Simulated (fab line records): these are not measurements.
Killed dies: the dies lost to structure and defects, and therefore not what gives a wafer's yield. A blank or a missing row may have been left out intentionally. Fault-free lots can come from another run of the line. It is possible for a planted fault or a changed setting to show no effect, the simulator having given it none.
Shared-tool check | flow nand harc | Lots sampled 3, wafers sampled 9

## THE REASON FOR OPENING IT
At NHARC_END_SORT_01 the reading killed dies is flagged on 3 of 3 lots. No-fault wafers: 60, standard deviation 19.
Rule: flag the lot when none of its wafers has a number, or when each of its wafers that has one lies beyond 4 standard deviations from that mean. The rest of the lots are taken to be sound.

lot  | measured     | on        | killed dies, wafer by wafer | flag
L952 | day 27 10:55 | prober-02 | 677 677 677                 | FLAGGED
L956 | day 28 14:54 | prober-02 | 677 677 677                 | FLAGGED
L954 | day 28 15:43 | prober-01 | 677 677 677                 | FLAGGED
Average over the flagged lots: 677; offset from the usual +617, equal to +32 standard deviations.

## WHICH TOOL RAN EACH LOT
The record holds 3 process steps before the reading, out of a route of 1302 steps. Every cell lists first the tool, next ch and the chambers used by the sampled wafers, and last the start.
lot  | flag    | NHARC_A_CHANNEL_HOLE_D1_ETCH_26  | NHARC_A_CHANNEL_HOLE_D1_ETCH_33  | NHARC_A_CHANNEL_HOLE_D1_STRIP_27
L952 | FLAGGED | har etch-01 ch 0,1, day 12 00:32 | har etch-01 ch 0,1, day 12 00:44 | rie diel-04 ch 0,1, day 12 02:22 or earlier
L956 | FLAGGED | har etch-02 ch 0,1, day 13 05:59 | har etch-02 ch 0,1, day 13 06:11 | rie diel-12 ch 0,2,3, day 13 07:46 or earlier
L954 | FLAGGED | har etch-02 ch 0, day 12 18:43   | har etch-02 ch 0, day 12 18:55   | rie diel-04 ch 0,2, day 12 20:28 or earlier
What the steps here do:
- NHARC_A_CHANNEL_HOLE_D1_ETCH_26: etches the open film in C4F8/O2/Ar, time 224.1 s, target depth 300 nm.
- NHARC_A_CHANNEL_HOLE_D1_ETCH_33: etches the open film in C4F8/O2/Ar, time 90 s, target depth 400 nm.
- NHARC_A_CHANNEL_HOLE_D1_STRIP_27: strips in O2.
- NHARC_END_SORT_01

## FLAGGED AGAINST TOTAL, ONE TOOL AT A TIME (gauges that did the reading follow at the end)
step                             | tool        | lots run | flagged | share of the flagged lots | sound lots run after its first flagged lot
NHARC_A_CHANNEL_HOLE_D1_ETCH_26  | har etch-01 | 1        | 1       | some                      | 0
NHARC_A_CHANNEL_HOLE_D1_ETCH_26  | har etch-02 | 2        | 2       | some                      | 0
NHARC_A_CHANNEL_HOLE_D1_ETCH_33  | har etch-01 | 1        | 1       | some                      | 0
NHARC_A_CHANNEL_HOLE_D1_ETCH_33  | har etch-02 | 2        | 2       | some                      | 0
NHARC_A_CHANNEL_HOLE_D1_STRIP_27 | rie diel-04 | 2        | 2       | some                      | 0
NHARC_A_CHANNEL_HOLE_D1_STRIP_27 | rie diel-12 | 1        | 1       | some                      | 0
NHARC_END_SORT_01                | prober-01   | 1        | 1       | some                      | 0
NHARC_END_SORT_01                | prober-02   | 2        | 2       | some                      | 0
NHARC_A_CHANNEL_HOLE_D1_STRIP_27 gives no start for some lots, so the hours and the order of its lots are those of NHARC_A_CHANNEL_HOLE_D1_CD_MEAS_30.

## WHAT IS ALLOWED BY THE TABLE
No row of the table ran every flagged lot.

## WHAT THE SIMULATOR HAD PUT IN
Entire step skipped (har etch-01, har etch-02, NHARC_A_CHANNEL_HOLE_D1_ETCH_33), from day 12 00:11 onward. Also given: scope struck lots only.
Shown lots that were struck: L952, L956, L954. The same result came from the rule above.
